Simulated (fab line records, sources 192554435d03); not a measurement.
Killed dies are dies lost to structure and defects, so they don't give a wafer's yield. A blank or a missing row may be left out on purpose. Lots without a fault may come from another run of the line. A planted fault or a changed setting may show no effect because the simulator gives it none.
Which tool did it? | flow n5_finfet | 23 lots, 69 wafers sampled, at 1 step of a route of 1938

WHAT THE GAUGES READ, wafer by wafer
N5_BEOL_M11_CD_MEAS_28: target cd 70 nm. Usual: cd_nm 70.0 nm, standard deviation 0.85.
lot  | measured     | on        | cd_nm (nm)     | flag
L074 | day 10 16:14 | cd_sem-02 | 71.6 69.0 69.8 |
L076 | day 10 19:49 | cd_sem-01 | 69.6 70.9 69.6 |
L075 | day 11 04:56 | cd_sem-03 | 71.1 69.9 70.0 |
L077 | day 11 13:13 | cd_sem-03 | 71.0 69.8 70.2 |
L078 | day 11 13:23 | cd_sem-02 | 68.9 69.9 69.8 |
L079 | day 11 23:01 | cd_sem-02 | 68.9 68.9 68.6 |
L080 | day 12 03:32 | cd_sem-01 | 71.0 70.2 70.0 |
L081 | day 12 12:52 | cd_sem-02 | 70.1 69.3 70.2 |
L083 | day 12 19:15 | cd_sem-01 | 70.9 70.7 70.9 |
L082 | day 12 19:32 | cd_sem-03 | 70.5 69.3 70.7 |
L084 | day 13 03:50 | cd_sem-03 | 70.8 70.5 70.1 |
L085 | day 13 23:25 | cd_sem-03 | 68.9 70.2 70.0 |
L086 | day 13 23:35 | cd_sem-01 | 70.0 70.2 71.7 |
L087 | day 14 06:29 | cd_sem-01 | 71.3 71.4 71.5 |
L091 | day 14 06:39 | cd_sem-02 | 68.1 69.4 67.9 |
L090 | day 14 12:09 | cd_sem-02 | 70.3 70.2 69.3 |
L089 | day 14 15:44 | cd_sem-02 | 70.2 69.8 70.1 |
L094 | day 15 13:37 | cd_sem-03 | 68.5 68.9 69.1 |
L092 | day 15 13:47 | cd_sem-01 | 69.6 70.8 70.3 |
L093 | day 15 18:33 | cd_sem-01 | 70.8 70.7 69.5 |
L095 | day 15 18:43 | cd_sem-02 | 71.6 69.6 69.8 |
L097 | day 16 06:11 | cd_sem-01 | 70.7 69.9 69.0 |
L096 | day 16 06:35 | cd_sem-03 | 69.3 69.0 69.4 |

WHICH TOOL RAN EACH LOT (tool, then ch and the chambers of the sampled wafers, then the start)
The record holds no process step before these readings.

WHAT THE TOOLS THEMSELVES READ (means of the sampled wafers that have a number; where no wafer has one, the mark that the record gives instead)
The record holds no such reading with a usual standard deviation.

THE ANSWER, worked out from the rows above alone
Rule: a lot is off if the mean of its wafers that have a number lies more than 3 standard deviations from the usual mean. A lot without any number at a reading at which 4 lots or more have one is off too. The other lots that the step has rows for count as sound. The gauges are gone through in route order, then the tools' own readings, and for those a lot's mean is taken as printed above. The first step at which some lot is off is used, and at that step the reading that is off furthest; a lot without a number counts as furthest.
No lot is off at any reading shown: from this, nothing can be told.

WHAT THE SIMULATOR HAD PUT IN
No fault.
